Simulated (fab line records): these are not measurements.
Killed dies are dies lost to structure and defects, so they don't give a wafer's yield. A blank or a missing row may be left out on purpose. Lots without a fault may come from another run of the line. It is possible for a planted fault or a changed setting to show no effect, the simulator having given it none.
fab line records	flow nand_harc	part 2 of 2: steps 16 to 29 of 29
record: lots: 5	wafers: 15	last_day: 33
route steps=1302 shown A_STAIRCASE@699
lots that met no fault: from a run of the same line without faults
start_h: start of the lot's first displayed wafer, in hours after the record's first day	wait_h: hours from the lot's prior step to this one	" identical to the entry in the row above	L1.1+2: a row that stands for several wafers	- no value, or no start was given	* or withheld: withheld	< > ~ a bound
route shown NAME@n: a module of which the file shows steps, and the number in the route of the first	usual: mean/standard deviation taken from wafers without a fault	same: alike in all rows	chamber/n: place in a boat	sites: each site's reading	_std_site: the values' standard deviation	_edge_site: mean of outer sites minus mean of inner sites	radius_mm: for every site, how far away it sits from the centre of the wafer	mask NAME#n: copy n	behind: the most recent tool/chamber to have shaped the wafer	hold: why the lot was held/for how many hours/how that ended	device: transistor that didn't switch, given as n, p or np	end of line: the same wafers' tests at the end of the route	step lacking rows: just its recipe	killed: count of dies lost to structure and defects at first sort (not the wafer's yield)	map: a wafer's dies, marking killed ones x, the rest . and places with no die _
set.NAME: the setting that was run; set.NAME@STEP: the one run at that earlier step	model.NAME: the simulator's own value behind a step, which no gauge read
certain route steps with their lots: each step a table, each wafer a row
services: a tool's chamber out of use, with start hour (start_h, from the record's first day; less than 0 if before it), hours out, and reason
== steps ==
step: NHARC_A_STAIRCASE_ETCH_201
recipe: target_depth_a: 1000	time_s: 40.5	ion_energy_ev: 400	c4f8_flow_sccm: 20	o2_flow_sccm: 10	ar_flow_sccm: withheld	rf_w: 600	bias_w: 1000	chemistry: C4F8/O2
usual: oes_product_au: 0.945/0.0098	rf_vpp_V: 895/5.2
lot.wafer	tool	chamber	start_h	wait_h	oes_product_au	rf_hours_counter_h	rf_vpp_V
L076.4	rie_diel-08	1	-	-	0.946	3	888
L076.1	"	2	"	"	0.940	3	906
L076.5	"	0	"	"	0.966	-	898
L083.6	rie_diel-13	1	-	-	0.941	-	902
L083.5	"	2	"	"	0.922	-	892
L083.4	"	3	"	"	0.937	-	890
L091.2	rie_diel-08	3	-	-	0.917	48	898
L091.5	"	0	"	"	0.939	-	897
L091.6	"	1	"	"	0.934	-	887
L093.3	rie_diel-08	0	-	-	0.949	47	896
L093.1	"	2	"	"	0.938	52	904
L093.4	"	3	"	"	0.934	50	897
L097.4	rie_diel-08	1	-	-	0.944	6	888
L097.1	"	2	"	"	0.938	9	905
L097.6	"	2	"	"	0.929	-	903
step: NHARC_A_STAIRCASE_TRIM_202
recipe: time_s: 211.2	o2_flow_sccm: 500	ar_flow_sccm: 0	bias_w: 0	chemistry: O2
usual: drypump_motor_current_A: 5.7/0.54	mfc_ar_sccm: 0.012/0.016	oes_product_au: 0.999/0.0069	rf_vpp_V: 57.7/0.94	showerhead_plenum_p_Torr: 3.51/0.15	throttle_valve_pct: 17.037/0.0091
lot.wafer	tool	chamber	start_h	wait_h	drypump_motor_current_A	mfc_ar_sccm	oes_product_au	rf_hours_counter_h	rf_vpp_V	showerhead_plenum_p_Torr	throttle_valve_pct
L076.1	rie_diel-08	0	-	-	5.3	0.001	1.006	3	59.0	3.58	17.035
L076.4	"	3	"	"	6.5	0	0.994	3	58.1	3.59	17.048
L076.5	"	0	"	"	5.3	0.001	0.999	-	56.1	3.58	17.033
L083.4	rie_diel-13	3	-	-	5.2	0.018	0.997	-	58.9	3.39	17.024
L083.5	"	1	"	"	5.3	0.040	1.008	-	57.5	3.73	17.041
L083.6	"	2	"	"	5.2	0	0.989	-	55.8	3.45	17.041
L091.2	rie_diel-08	1	-	-	6.5	0.038	1.001	47	56.2	3.31	17.027
L091.5	"	2	"	"	5.6	0	0.998	-	57.4	3.78	17.036
L091.6	"	3	"	"	6.5	0	1.006	-	57.7	3.57	17.034
L093.1	rie_diel-08	1	-	-	6.6	0.038	0.999	49	57.8	3.31	17.040
L093.3	"	2	"	"	5.6	0	1.007	52	58.0	3.78	17.023
L093.4	"	3	"	"	6.5	0	0.998	50	58.5	3.57	17.022
L097.1	rie_diel-08	0	-	-	5.3	0.001	1.010	7	57.5	3.55	17.046
L097.4	"	3	"	"	6.5	0	0.993	9	57.7	3.56	17.049
L097.6	"	0	"	"	5.3	0.001	0.996	-	56.9	3.56	17.039
step: NHARC_A_STAIRCASE_ETCH_203
recipe: target_depth_a: 1000	time_s: 40.5	ion_energy_ev: 400	c4f8_flow_sccm: 20	o2_flow_sccm: 10	ar_flow_sccm: withheld	rf_w: 600	bias_w: 1000	chemistry: C4F8/O2
usual: oes_product_au: 0.947/0.016	rf_vpp_V: 895/5
lot.wafer	tool	chamber	start_h	wait_h	oes_product_au	rf_hours_counter_h	rf_vpp_V
L076.1	rie_diel-08	2	-	-	0.941	3	905
L076.4	"	3	"	"	0.949	3	898
L076.5	"	1	"	"	0.951	-	888
L083.5	rie_diel-13	1	-	-	0.938	-	905
L083.4	"	2	"	"	0.924	-	894
L083.6	"	3	"	"	0.933	-	890
L091.2	rie_diel-08	2	-	-	0.946	50	905
L091.5	"	3	"	"	0.936	-	898
L091.6	"	0	"	"	0.949	-	896
L093.4	rie_diel-08	2	-	-	0.928	52	906
L093.3	"	0	"	"	0.954	47	898
L093.1	"	1	"	"	0.933	49	890
L097.1	rie_diel-08	0	-	-	0.953	7	897
L097.4	"	2	"	"	0.944	9	905
L097.6	"	1	"	"	0.947	-	888
step: NHARC_A_STAIRCASE_STRIP_205
recipe: power_w: 1500	temp_c: 250	chemistry: O2
usual: drypump_motor_current_A: 5.80/0.17	heater_power_w: 363/33
lot.wafer	tool	chamber	start_h	wait_h	drypump_motor_current_A	heater_power_w	rf_hours_counter_h
L076.1	plasma_asher-01	0	388.69	0.1	5.74	332	7
L076.4	"	0	"	"	5.76	320	-
L076.5	"	1	"	"	6.04	391	-
L083.4	plasma_asher-02	0	461.46	0.2	5.74	328	-
L083.6	"	1	"	"	5.60	386	-
L083.5	"	0	"	"	5.75	318	-
L091.2	plasma_asher-02	1	533.94	0.1	5.61	370	23
L091.6	"	0	"	"	5.71	325	-
L091.5	"	1	"	"	5.62	382	-
L093.1	plasma_asher-02	1	537.69	0.1	5.64	382	24
L093.4	"	0	"	"	5.71	325	-
L093.3	"	1	"	"	5.58	376	-
L097.1	plasma_asher-02	1	578.00	0.1	5.61	373	31
L097.4	"	1	"	"	5.60	375	-
L097.6	"	0	"	"	5.74	327	-
step: NHARC_A_STAIRCASE_STRIP_206
recipe: time_s: 900	temp_c: 130	chemistry: SPM
lot.wafer	tool	chamber	start_h	wait_h
L076.1+5+4	wet_bench-06	0,1,3	388.99	0.3
L083.5+4+6	wet_bench-01	1,3,6	461.67	0.1
L091.2+6+5	wet_bench-04	1,2,4	534.25	0.3
L093.3+1+4	wet_bench-04	1,3,4	537.99	0.2
L097.4+6+1	wet_bench-04	5,6,7	578.31	0.2
step: NHARC_A_STAIRCASE_PRECLEAN_207
recipe: time_s: *	temp_c: 50	bath_age_min: 0	chemistry: SC1
usual: diw_flow_mL_min: 1416/4.8
lot.wafer	tool	chamber	start_h	wait_h	diw_flow_mL_min
L076.1	wet_bench-06	0	-	-	1411
L076.5	"	1	"	"	1422
L076.4	"	3	"	"	1411
L083.5	wet_bench-01	1	-	-	1411
L083.4	"	3	"	"	1410
L083.6	"	6	"	"	1422
L091.2	wet_bench-04	1	-	-	1415
L091.6	"	2	"	"	1409
L091.5	"	4	"	"	1417
L093.3	wet_bench-04	1	-	-	1413
L093.1	"	3	"	"	1417
L093.4	"	4	"	"	1413
L097.4	wet_bench-04	5	-	-	1416
L097.6	"	6	"	"	1418
L097.1	"	7	"	"	1415
step: NHARC_A_STAIRCASE_SRD_208
lot.wafer	tool	chamber	start_h	wait_h
L076.1+5+4	wet_bench-06	0,1,3	-	-
L083.5+4+6	wet_bench-01	1,3,6	-	-
L091.2+6+5	wet_bench-04	1,2,4	-	-
L093.3+1+4	wet_bench-04	1,3,4	-	-
L097.4+6+1	wet_bench-04	5,6,7	-	-
step: NHARC_A_STAIRCASE_DEHYDRATE_209
recipe: temp_c: 150	time_s: 120
lot.wafer	tool	chamber	start_h	wait_h
L076.1+4+5	litho_track-03	0	389.44	-
L083.4+5+6	litho_track-07	0	462.14	-
L091.2+5+6	litho_track-05	0	534.79	-
L093.1+3+4	litho_track-03	0	538.54	-
L097.1+4+6	litho_track-03	0	578.76	-
step: NHARC_A_STAIRCASE_HMDS_210
recipe: time_s: 30
lot.wafer	tool	chamber	start_h	wait_h
L076.1+4+5	litho_track-03	0	-	-
L083.4+5+6	litho_track-07	0	-	-
L091.2+5+6	litho_track-05	0	-	-
L093.1+3+4	litho_track-03	0	-	-
L097.1+4+6	litho_track-03	0	-	-
step: NHARC_A_STAIRCASE_COAT_211
recipe: spin_rpm: 1200
lot.wafer	tool	chamber	start_h	wait_h
L076.1+4+5	litho_track-03	0	-	-
L083.4+5+6	litho_track-07	0	-	-
L091.2+5+6	litho_track-05	0	-	-
L093.1+3+4	litho_track-03	0	-	-
L097.1+4+6	litho_track-03	0	-	-
step: NHARC_A_STAIRCASE_SOFTBAKE_212
recipe: temp_c: 135	time_s: 170
lot.wafer	tool	chamber	start_h	wait_h
L076.1+4+5	litho_track-03	0	-	-
L083.4+5+6	litho_track-07	0	-	-
L091.2+5+6	litho_track-05	0	-	-
L093.1+3+4	litho_track-03	0	-	-
L097.1+4+6	litho_track-03	0	-	-
step: NHARC_A_STAIRCASE_EBR_213
lot.wafer	tool	chamber	start_h	wait_h
L076.1+4+5	litho_track-03	0	-	-
L083.4+5+6	litho_track-07	0	-	-
L091.2+5+6	litho_track-05	0	-	-
L093.1+3+4	litho_track-03	0	-	-
L097.1+4+6	litho_track-03	0	-	-
step: NHARC_A_STAIRCASE_EXPOSE_214
recipe: na: 0.5	dose_mj: 31.26	mask_id: STAIR_3
same: na: 0.5
lot.wafer	tool	chamber	start_h	wait_h	mask
L076.1+4+5	krf_scanner-04	0	389.65	-	STAIR_3#0
L083.4+5+6	krf_scanner-04	0	462.49	-	STAIR_3#0
L091.2+5+6	krf_scanner-03	0	535.00	-	STAIR_3#0
L093.1+3+4	krf_scanner-02	0	538.87	-	STAIR_3#0
L097.1+4+6	krf_scanner-02	0	579.09	-	STAIR_3#0
step: NHARC_A_STAIRCASE_PEB_215
recipe: peb_temp_c: 115	peb_time_s: 130
lot.wafer	tool	chamber	start_h	wait_h
L076.1+4+5	litho_track-07	0	389.71	0.1
L083.4+5+6	litho_track-07	0	462.54	0.0
L091.2+5+6	litho_track-03	0	535.06	0.1
L093.1+3+4	litho_track-05	0	538.94	0.1
L097.1+4+6	litho_track-07	0	579.16	0.1
== services ==
tool	chamber	start_h	hours	kind
rie_diel-08	-	367.82	9.0	pm
wet_bench-06	-	369.60	8.0	pm
plasma_asher-01	-	379.02	0.7	repair
rie_diel-05	-	392.48	0.6	repair
wet_bench-04	-	403.27	8.0	pm
rie_diel-05	-	404.84	0.2	repair
rie_diel-05	-	406.60	9.0	pm
litho_track-07	-	426.00	7.0	pm
plasma_asher-02	-	427.07	9.0	pm
krf_scanner-02	-	430.34	0.4	repair
krf_scanner-02	-	438.00	4.0	pm
rie_diel-13	-	440.58	1.6	repair
litho_track-03	-	450.00	7.0	pm
wet_bench-01	-	453.60	8.0	pm
rie_diel-13	0	459.08	2.6	repair
wet_bench-01	-	468.91	3.0	repair
litho_track-05	-	474.00	7.0	pm
wet_bench-04	-	486.26	10.6	repair
rie_diel-13	-	520.02	9.0	pm
krf_scanner-04	-	526.00	4.0	pm
krf_scanner-04	-	538.84	0.9	repair
rie_diel-08	-	544.82	9.0	pm
wet_bench-06	-	545.60	8.0	pm
krf_scanner-02	-	552.59	2.9	repair
